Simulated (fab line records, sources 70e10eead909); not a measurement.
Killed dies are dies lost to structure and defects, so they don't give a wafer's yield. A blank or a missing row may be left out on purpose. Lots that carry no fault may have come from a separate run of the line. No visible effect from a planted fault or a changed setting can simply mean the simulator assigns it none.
Chamber matching | flow nandHarc | 4 sister chambers for NHARC_A_M1_CMP_23 on cmp-04
The step polishes, t overpolish 20 s, target thk 154.34 nm. 4 wafers are shown with their chamber, then 7 later ones without.

== EACH WAFER AND ITS CHAMBER ==
wafer  | chamber | motorCurrentA (A)
L085.3 | 2       | 10.8
L090.5 | 1       | 11.6
L093.2 | 0       | 11.8
L093.3 | 3       | 12.1

== WAFERS WITH NO CHAMBER GIVEN ==
wafer  | motorCurrentA (A)
L093.5 | 12.1
L096.3 | 11.6
L096.5 | 10.5
L096.6 | 12.4
L097.2 | 11.7
L097.5 | 10.5
L097.6 | 12.5

== WHICH CHAMBER EACH WENT THROUGH ==
wafer  | from the rows above          | in truth
L093.5 | can't be placed: 3 or 0 or 1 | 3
L096.3 | can't be placed: 1 or 0 or 3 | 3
L096.5 | 2                            | 2
L096.6 | can't be placed: 3 or 0 or 1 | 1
L097.2 | can't be placed: 1 or 0 or 3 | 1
L097.5 | 2                            | 2
L097.6 | can't be placed: 3 or 0 or 1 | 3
2 of 7 placed correctly. Can't be placed from these rows: 5 (the true chamber is among the candidates in 5). 0 placed wrongly.
How it was worked out, from the rows above alone: a wafer's distance from a chamber is the root of the sum, over the readings, of the square of ((its reading less the chamber's mean) divided by the reading's scatter). The wafer belongs to the nearest chamber; if the next one is less than 2 further off, it can't be placed. The mean given for a chamber averages the wafers shown for that chamber. The scatter (one wafer shown for each chamber): square how far every hidden wafer sits from the nearest shown wafer, average those squares and take the square root.
